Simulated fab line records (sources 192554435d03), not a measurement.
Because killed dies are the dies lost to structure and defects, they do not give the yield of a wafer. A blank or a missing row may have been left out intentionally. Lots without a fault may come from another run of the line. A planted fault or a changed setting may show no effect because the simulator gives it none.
Which tool was responsible? + flow n5 finfet + 72 wafers from 24 lots sampled at 6 of the route's 1938 steps

== WHAT THE GAUGES SHOWED, per wafer ==
N5_BEOL_M3_THK_MEAS_53: measures by xrf.
| lot  | measured     | on            | M3_THK (nm)    |
|------|--------------|---------------|----------------|
| L074 | day 7 09:35  | film metro-01 | 38.6 39.7 39.7 |
| L075 | day 7 23:53  | film metro-02 | 40.9 40.3 41.9 |
| L076 | day 8 00:31  | film metro-01 | 40.2 41.3 41.1 |
| L077 | day 8 01:43  | film metro-01 | 38.7 39.2 40.5 |
| L078 | day 8 10:34  | film metro-02 | 39.8 38.3 40.6 |
| L079 | day 8 17:07  | film metro-01 | 41.4 42.1 40.8 |
| L080 | day 9 02:58  | film metro-01 | 36.1 38.3 38.0 |
| L082 | day 9 07:38  | film metro-02 | 39.5 38.4 40.3 |
| L081 | day 9 09:39  | film metro-02 | 41.3 38.5 40.7 |
| L083 | day 9 13:07  | film metro-02 | 39.4 42.4 42.6 |
| L084 | day 9 16:03  | film metro-01 | 38.1 38.1 41.7 |
| L085 | day 10 03:08 | film metro-02 | 40.5 39.9 41.1 |
| L086 | day 10 16:41 | film metro-02 | 38.4 40.1 40.4 |
| L087 | day 10 19:01 | film metro-01 | 42.1 41.6 41.8 |
| L088 | day 10 18:31 | film metro-02 | 37.3 39.2 40.6 |
| L089 | day 11 10:48 | film metro-02 | 38.6 41.1 41.4 |
| L090 | day 11 19:37 | film metro-02 | 39.6 38.3 41.0 |
| L091 | day 11 20:42 | film metro-01 | 38.0 40.8 42.0 |
| L093 | day 12 00:30 | film metro-02 | 37.3 39.5 38.5 |
| L092 | day 12 00:37 | film metro-01 | 37.6 36.4 39.5 |
| L094 | day 12 08:01 | film metro-02 | 39.3 37.9 39.2 |
| L095 | day 12 11:41 | film metro-01 | 38.3 39.8 40.8 |
| L097 | day 13 03:14 | film metro-02 | 38.7 38.9 40.7 |
| L096 | day 13 05:22 | film metro-01 | 39.6 37.6 40.6 |

== WHICH TOOL RAN EACH LOT (tool, then ch and the chambers of the sampled wafers, then the start) ==
| lot  | N5_BEOL_M3_DESCUM_16               | N5_BEOL_M3_ETCH_63                 | N5_BEOL_M3_DESCUM_33               | N5_BEOL_M3_DEGAS_44          | N5_BEOL_M3_SPUTTER_96        |
|------|------------------------------------|------------------------------------|------------------------------------|------------------------------|------------------------------|
| L074 | rie diel-03 ch 0,1,3, day 7 00:50  | rie diel-03 ch 0,1,3, day 7 00:53  | rie diel-06 ch 1,2, day 7 01:56    | pvd sputter-02, day 7 06:25  | pvd sputter-02, day 7 08:47  |
| L075 | rie diel-03 ch 0,2,3, day 7 06:55  | rie diel-03 ch 0,2,3, day 7 06:58  | rie diel-03 ch 0,2,3, day 7 07:47  | pvd sputter-03, day 7 20:14  | pvd sputter-02, day 7 23:05  |
| L076 | rie diel-05 ch 1,2, day 7 15:38    | rie diel-05 ch 1,2, day 7 15:41    | rie diel-06 ch 0,1,3, day 7 16:34  | pvd sputter-02, day 7 21:16  | pvd sputter-01, day 7 23:44  |
| L077 | rie diel-05 ch 1,2, day 7 16:46    | rie diel-05 ch 1,2, day 7 16:49    | rie diel-05 ch 0,1,2, day 7 17:44  | pvd sputter-03, day 7 21:21  | pvd sputter-02, day 8 00:56  |
| L078 | rie diel-03 ch 1,3, day 7 17:15    | rie diel-03 ch 1,3, day 7 17:18    | rie diel-05 ch 0,2, day 7 18:16    | pvd sputter-03, day 8 06:34  | pvd sputter-02, day 8 09:47  |
| L079 | rie diel-05 ch 0,2,3, day 8 10:53  | rie diel-05 ch 0,2,3, day 8 10:56  | rie diel-03 ch 0,1,3, day 8 11:54  | pvd sputter-03, day 8 14:00  | pvd sputter-01, day 8 16:19  |
| L080 | rie diel-03 ch 0,1,2, day 8 17:39  | rie diel-03 ch 0,1,2, day 8 17:42  | rie diel-06 ch 1,2,3, day 8 18:43  | pvd sputter-01, day 8 23:33  | pvd sputter-03, day 9 02:05  |
| L082 | rie diel-03 ch 0,1,2, day 8 21:16  | rie diel-03 ch 0,1,2, day 8 21:20  | rie diel-03 ch 0,1, day 8 22:26    | pvd sputter-02, day 9 04:24  | pvd sputter-02, day 9 06:50  |
| L081 | rie diel-05 ch 0,2, day 9 02:07    | rie diel-05 ch 0,2, day 9 02:10    | rie diel-06 ch 0,1,3, day 9 03:18  | pvd sputter-02, day 9 04:34  | pvd sputter-02, day 9 08:47  |
| L083 | rie diel-05 ch 0,2, day 9 02:27    | rie diel-05 ch 0,2, day 9 02:30    | rie diel-05 ch 0,3, day 9 03:21    | pvd sputter-02, day 9 09:32  | pvd sputter-02, day 9 12:19  |
| L084 | rie diel-03 ch 0,2,3, day 9 08:55  | rie diel-03 ch 0,2,3, day 9 08:58  | rie diel-05 ch 0,2,3, day 9 09:51  | pvd sputter-01, day 9 12:43  | pvd sputter-03, day 9 15:16  |
| L085 | rie diel-03 ch 0,1, day 9 18:22    | rie diel-03 ch 0,1, day 9 18:25    | rie diel-05 ch 0,1,2, day 9 19:26  | pvd sputter-02, day 9 23:44  | pvd sputter-03, day 10 02:20 |
| L086 | rie diel-05 ch 0,1, day 10 04:49   | rie diel-05 ch 0,1, day 10 04:52   | rie diel-05 ch 0,1, day 10 06:20   | pvd sputter-03, day 10 13:14 | pvd sputter-03, day 10 15:38 |
| L087 | rie diel-05 ch 0,1, day 10 05:59   | rie diel-05 ch 0,1, day 10 06:02   | rie diel-03 ch 0,1,2, day 10 07:04 | pvd sputter-01, day 10 15:49 | pvd sputter-01, day 10 18:14 |
| L088 | rie diel-06 ch 0,1,2, day 10 06:13 | rie diel-06 ch 0,1,2, day 10 06:16 | rie diel-05 ch 0,1,3, day 10 07:20 | pvd sputter-01, day 10 15:07 | pvd sputter-03, day 10 17:38 |
| L089 | rie diel-05 ch 1,2, day 11 04:10   | rie diel-05 ch 1,2, day 11 04:13   | rie diel-03 ch 0,1,3, day 11 05:11 | pvd sputter-01, day 11 07:30 | pvd sputter-01, day 11 10:00 |
| L090 | rie diel-05 ch 1,2, day 11 08:34   | rie diel-05 ch 1,2, day 11 08:37   | rie diel-06 ch 0,1,2, day 11 09:29 | pvd sputter-02, day 11 16:06 | pvd sputter-02, day 11 18:49 |
| L091 | rie diel-06 ch 0,2, day 11 09:16   | rie diel-06 ch 0,2, day 11 09:19   | rie diel-06 ch 0,3, day 11 10:08   | pvd sputter-02, day 11 16:11 | pvd sputter-01, day 11 19:41 |
| L093 | rie diel-05 ch 0,1, day 11 10:19   | rie diel-05 ch 0,1, day 11 10:22   | rie diel-03 ch 0,3, day 11 11:19   | pvd sputter-02, day 11 20:14 | pvd sputter-02, day 11 22:43 |
| L092 | rie diel-05 ch 0,1,2, day 11 14:35 | rie diel-05 ch 0,1,2, day 11 14:38 | rie diel-06 ch 1,3, day 11 15:44   | pvd sputter-02, day 11 20:25 | pvd sputter-03, day 11 22:56 |
| L094 | rie diel-03 ch 0,1,2, day 11 20:20 | rie diel-03 ch 0,1,2, day 11 20:24 | rie diel-06 ch 1,2,3, day 11 21:13 | pvd sputter-01, day 12 04:26 | pvd sputter-03, day 12 06:56 |
| L095 | rie diel-06 ch 0,1,2, day 12 04:54 | rie diel-06 ch 0,1,2, day 12 04:57 | rie diel-06 ch 0,3, day 12 05:48   | pvd sputter-03, day 12 08:07 | pvd sputter-03, day 12 10:43 |
| L097 | rie diel-03 ch 0,1,2, day 12 17:52 | rie diel-03 ch 0,1,2, day 12 17:55 | rie diel-05 ch 1,2, day 12 19:18   | pvd sputter-01, day 12 23:50 | pvd sputter-02, day 13 02:19 |
| L096 | rie diel-05 ch 0,1,3, day 12 18:08 | rie diel-05 ch 0,1,3, day 12 18:11 | rie diel-06 ch 1,2, day 12 19:25   | pvd sputter-03, day 12 23:52 | pvd sputter-01, day 13 03:58 |
- N5_BEOL_M3_DESCUM_16: chemistry O2, time 7 s.
- N5_BEOL_M3_ETCH_63: etches SiARC in CF4, target depth 15.6 nm, time 26 s.
- N5_BEOL_M3_DESCUM_33: chemistry O2, time 7 s.
- N5_BEOL_M3_DEGAS_44: time 60 s.
- N5_BEOL_M3_SPUTTER_96: material Cu, target thk 4.5 nm, time 8.29 s.

== AS READ BY THE TOOLS THEMSELVES (means over the sampled wafers that have a number; for cases with no such wafer, the mark the record gives instead) ==
N5_BEOL_M3_DESCUM_16.
| lot  | tool        | drypump motor current A (A) | oes product au (a.u.) | rf vpp V (V) | showerhead plenum p Torr (Torr) | throttle valve pct (%) |
|------|-------------|-----------------------------|-----------------------|--------------|---------------------------------|------------------------|
| L074 | rie diel-03 | 5.2                         | 0.76                  | 244.2        | 2.15                            | 20.35                  |
| L075 | rie diel-03 | 5.1                         | 0.75                  | 243.2        | 2.11                            | 20.32                  |
| L076 | rie diel-05 | 5.7                         | 0.70                  | 241.5        | 2.00                            | 20.75                  |
| L077 | rie diel-05 | 5.9                         | 0.69                  | 241.8        | 2.03                            | 20.74                  |
| L078 | rie diel-03 | 5.1                         | 0.81                  | 243.9        | 2.13                            | 20.30                  |
| L079 | rie diel-05 | 5.6                         | 0.73                  | 243.8        | 2.11                            | 20.42                  |
| L080 | rie diel-03 | 5.1                         | 0.79                  | 244.5        | 2.13                            | 20.23                  |
| L082 | rie diel-03 | 5.1                         | 0.79                  | 243.4        | 2.12                            | 20.24                  |
| L081 | rie diel-05 | 5.5                         | 0.74                  | 243.1        | 2.07                            | 20.33                  |
| L083 | rie diel-05 | 5.8                         | 0.72                  | 242.7        | 2.07                            | 20.54                  |
| L084 | rie diel-03 | 5.1                         | 0.82                  | 243.7        | 2.11                            | 20.22                  |
| L085 | rie diel-03 | 5.2                         | 0.70                  | 243.8        | 2.15                            | 20.42                  |
| L086 | rie diel-05 | 5.4                         | 0.82                  | 243.8        | 2.13                            | 20.24                  |
| L087 | rie diel-05 | 5.5                         | 0.88                  | 245.3        | 2.18                            | 20.33                  |
| L088 | rie diel-06 | 5.5                         | 0.78                  | 242.2        | 2.04                            | 20.67                  |
| L089 | rie diel-05 | 5.9                         | 0.97                  | 243.0        | 2.11                            | 20.41                  |
| L090 | rie diel-05 | 5.7                         | 0.93                  | 243.7        | 2.16                            | 20.43                  |
| L091 | rie diel-06 | 5.6                         | 0.73                  | 240.8        | 2.00                            | 20.78                  |
| L093 | rie diel-05 | 5.4                         | 0.81                  | 243.8        | 2.12                            | 20.27                  |
| L092 | rie diel-05 | 5.6                         | 0.87                  | 243.4        | 2.11                            | 20.35                  |
| L094 | rie diel-03 | 5.1                         | 0.75                  | 243.4        | 2.12                            | 20.27                  |
| L095 | rie diel-06 | 5.5                         | 0.77                  | 241.6        | 2.04                            | 20.70                  |
| L097 | rie diel-03 | 5.1                         | 0.75                  | 243.9        | 2.11                            | 20.28                  |
| L096 | rie diel-05 | 5.4                         | 0.78                  | 243.3        | 2.15                            | 20.36                  |

N5_BEOL_M3_ETCH_63.
| lot  | tool        | cf4 flow sccm (sccm) | drypump motor current A (A) | etch rf on time s (s) | mfc ar sccm (sccm) | oes product au (a.u.) | rf vpp V (V) | showerhead plenum p Torr (Torr) | throttle valve pct (%) |
|------|-------------|----------------------|-----------------------------|-----------------------|--------------------|-----------------------|--------------|---------------------------------|------------------------|
| L074 | rie diel-03 | 100.1                | 5.2                         | 26.4                  | 99.76              | 0.65                  | 184.0        | 2.20                            | 15.58                  |
| L075 | rie diel-03 | 100.1                | 5.1                         | 26.3                  | 100.04             | 0.64                  | 183.6        | 2.16                            | 15.54                  |
| L076 | rie diel-05 | 100.1                | 5.7                         | 26.1                  | 99.93              | 0.60                  | 183.3        | 2.06                            | 15.99                  |
| L077 | rie diel-05 | 100.3                | 5.9                         | 26.3                  | 100.18             | 0.59                  | 183.3        | 2.09                            | 15.97                  |
| L078 | rie diel-03 | 100.1                | 5.1                         | 26.1                  | 99.91              | 0.68                  | 185.0        | 2.19                            | 15.55                  |
| L079 | rie diel-05 | 100.0                | 5.6                         | 26.0                  | 100.06             | 0.63                  | 184.1        | 2.16                            | 15.67                  |
| L080 | rie diel-03 | 99.8                 | 5.1                         | 26.4                  | 99.85              | 0.67                  | 184.8        | 2.18                            | 15.46                  |
| L082 | rie diel-03 | 100.0                | 5.1                         | 26.3                  | 100.16             | 0.68                  | 184.5        | 2.18                            | 15.46                  |
| L081 | rie diel-05 | 99.7                 | 5.5                         | 26.1                  | 99.92              | 0.63                  | 184.4        | 2.13                            | 15.61                  |
| L083 | rie diel-05 | 100.2                | 5.8                         | 26.4                  | 100.16             | 0.61                  | 184.9        | 2.12                            | 15.78                  |
| L084 | rie diel-03 | 100.3                | 5.1                         | 26.2                  | 100.01             | 0.71                  | 184.8        | 2.16                            | 15.40                  |
| L085 | rie diel-03 | 100.1                | 5.2                         | 27.1                  | 99.86              | 0.59                  | 184.5        | 2.21                            | 15.68                  |
| L086 | rie diel-05 | 100.2                | 5.4                         | 25.7                  | 99.88              | 0.70                  | 184.3        | 2.19                            | 15.49                  |
| L087 | rie diel-05 | 99.8                 | 5.5                         | 25.6                  | 100.01             | 0.76                  | 185.0        | 2.23                            | 15.52                  |
| L088 | rie diel-06 | 99.9                 | 5.5                         | 25.8                  | 100.17             | 0.67                  | 183.5        | 2.10                            | 15.83                  |
| L089 | rie diel-05 | 100.0                | 5.9                         | 25.8                  | 99.87              | 0.82                  | 184.2        | 2.16                            | 15.51                  |
| L090 | rie diel-05 | 100.1                | 5.7                         | 25.3                  | 100.45             | 0.80                  | 184.7        | 2.22                            | 15.55                  |
| L091 | rie diel-06 | 100.0                | 5.6                         | 26.4                  | 100.23             | 0.63                  | 182.7        | 2.06                            | 15.97                  |
| L093 | rie diel-05 | 99.9                 | 5.4                         | 26.0                  | 99.95              | 0.68                  | 184.3        | 2.18                            | 15.51                  |
| L092 | rie diel-05 | 99.9                 | 5.6                         | 26.0                  | 99.98              | 0.74                  | 184.7        | 2.17                            | 15.52                  |
| L094 | rie diel-03 | 99.8                 | 5.1                         | 26.7                  | 99.91              | 0.64                  | 183.5        | 2.17                            | 15.51                  |
| L095 | rie diel-06 | 100.2                | 5.5                         | 26.2                  | 99.77              | 0.65                  | 183.9        | 2.09                            | 15.86                  |
| L097 | rie diel-03 | 100.2                | 5.1                         | 26.7                  | 100.21             | 0.64                  | 184.8        | 2.17                            | 15.53                  |
| L096 | rie diel-05 | 100.1                | 5.4                         | 25.9                  | 99.85              | 0.67                  | 185.1        | 2.21                            | 15.60                  |

N5_BEOL_M3_DESCUM_33.
| lot  | tool        | drypump motor current A (A) | oes product au (a.u.) | rf vpp V (V) | showerhead plenum p Torr (Torr) | throttle valve pct (%) |
|------|-------------|-----------------------------|-----------------------|--------------|---------------------------------|------------------------|
| L074 | rie diel-06 | 5.6                         | 0.80                  | 242.4        | 2.05                            | 20.67                  |
| L075 | rie diel-03 | 5.1                         | 0.76                  | 243.1        | 2.11                            | 20.31                  |
| L076 | rie diel-06 | 5.9                         | 0.85                  | 242.9        | 2.09                            | 20.42                  |
| L077 | rie diel-05 | 5.6                         | 0.72                  | 241.5        | 2.04                            | 20.52                  |
| L078 | rie diel-05 | 5.5                         | 0.75                  | 243.6        | 2.07                            | 20.32                  |
| L079 | rie diel-03 | 5.2                         | 0.75                  | 244.3        | 2.15                            | 20.36                  |
| L080 | rie diel-06 | 5.9                         | 0.83                  | 242.4        | 2.09                            | 20.47                  |
| L082 | rie diel-03 | 5.2                         | 0.70                  | 245.1        | 2.16                            | 20.40                  |
| L081 | rie diel-06 | 5.9                         | 0.84                  | 244.0        | 2.09                            | 20.44                  |
| L083 | rie diel-05 | 5.4                         | 0.75                  | 243.5        | 2.15                            | 20.32                  |
| L084 | rie diel-05 | 5.6                         | 0.73                  | 243.7        | 2.11                            | 20.43                  |
| L085 | rie diel-05 | 5.6                         | 0.80                  | 243.2        | 2.12                            | 20.44                  |
| L086 | rie diel-05 | 5.4                         | 0.81                  | 244.0        | 2.13                            | 20.24                  |
| L087 | rie diel-03 | 5.1                         | 0.77                  | 244.0        | 2.12                            | 20.26                  |
| L088 | rie diel-05 | 5.4                         | 0.81                  | 244.2        | 2.16                            | 20.33                  |
| L089 | rie diel-03 | 5.2                         | 0.73                  | 243.3        | 2.14                            | 20.40                  |
| L090 | rie diel-06 | 5.5                         | 0.77                  | 242.4        | 2.04                            | 20.68                  |
| L091 | rie diel-06 | 5.9                         | 0.78                  | 242.8        | 2.04                            | 20.52                  |
| L093 | rie diel-03 | 5.2                         | 0.73                  | 244.6        | 2.14                            | 20.42                  |
| L092 | rie diel-06 | 6.3                         | 0.84                  | 243.5        | 2.12                            | 20.30                  |
| L094 | rie diel-06 | 5.9                         | 0.81                  | 243.7        | 2.08                            | 20.52                  |
| L095 | rie diel-06 | 5.9                         | 0.77                  | 242.1        | 2.04                            | 20.53                  |
| L097 | rie diel-05 | 5.7                         | 0.91                  | 244.5        | 2.16                            | 20.44                  |
| L096 | rie diel-06 | 5.6                         | 0.76                  | 242.3        | 2.04                            | 20.75                  |

N5_BEOL_M3_DEGAS_44.
| lot  | tool           | heater power w (W) |
|------|----------------|--------------------|
| L074 | pvd sputter-02 | 322                |
| L075 | pvd sputter-03 | 320                |
| L076 | pvd sputter-02 | 319                |
| L077 | pvd sputter-03 | 317                |
| L078 | pvd sputter-03 | 332                |
| L079 | pvd sputter-03 | 310                |
| L080 | pvd sputter-01 | 314                |
| L082 | pvd sputter-02 | 309                |
| L081 | pvd sputter-02 | 314                |
| L083 | pvd sputter-02 | 319                |
| L084 | pvd sputter-01 | 316                |
| L085 | pvd sputter-02 | 304                |
| L086 | pvd sputter-03 | 309                |
| L087 | pvd sputter-01 | 318                |
| L088 | pvd sputter-01 | 320                |
| L089 | pvd sputter-01 | 326                |
| L090 | pvd sputter-02 | 322                |
| L091 | pvd sputter-02 | 317                |
| L093 | pvd sputter-02 | 291                |
| L092 | pvd sputter-02 | 314                |
| L094 | pvd sputter-01 | 318                |
| L095 | pvd sputter-03 | 327                |
| L097 | pvd sputter-01 | 315                |
| L096 | pvd sputter-03 | 307                |

N5_BEOL_M3_SPUTTER_96.
| lot  | tool           | throttle valve pct (%) |
|------|----------------|------------------------|
| L074 | pvd sputter-02 | 29.3                   |
| L075 | pvd sputter-02 | 29.3                   |
| L076 | pvd sputter-01 | 30.4                   |
| L077 | pvd sputter-02 | 29.4                   |
| L078 | pvd sputter-02 | 29.5                   |
| L079 | pvd sputter-01 | 30.2                   |
| L080 | pvd sputter-03 | 29.5                   |
| L082 | pvd sputter-02 | 29.2                   |
| L081 | pvd sputter-02 | 29.4                   |
| L083 | pvd sputter-02 | 29.5                   |
| L084 | pvd sputter-03 | 29.6                   |
| L085 | pvd sputter-03 | 29.8                   |
| L086 | pvd sputter-03 | 29.6                   |
| L087 | pvd sputter-01 | 29.9                   |
| L088 | pvd sputter-03 | 29.6                   |
| L089 | pvd sputter-01 | 29.0                   |
| L090 | pvd sputter-02 | 29.2                   |
| L091 | pvd sputter-01 | 30.6                   |
| L093 | pvd sputter-02 | 29.5                   |
| L092 | pvd sputter-03 | 29.7                   |
| L094 | pvd sputter-03 | 29.7                   |
| L095 | pvd sputter-03 | 29.5                   |
| L097 | pvd sputter-02 | 29.4                   |
| L096 | pvd sputter-01 | 29.6                   |

== THE ANSWER, worked out from the rows above alone ==
Rule: the lots themselves supply what counts as usual. The widest of any qualifying gaps counts: lots, ordered by their means at a reading, are off when they make up no more than a third of the lots, leave a main group of 4 or more, and stand apart from it by 3 or more times the standard deviation of that group's means. Not used: any main group whose means are identical at the precision the tables above print for the reading. A lot without any number at a reading at which 4 lots or more have one is off too. Where the step has rows for the other lots, those lots are counted as sound. Order of review: gauges by route order, followed by the tools' own readings, for which a lot's mean as printed above is used. The first step at which some lot is off is used, and at that step the reading that is off furthest; a lot without a number counts as furthest.
None of the lots is off at any reading shown; this tells nothing.

== WHAT WAS PUT IN BY THE SIMULATOR ==
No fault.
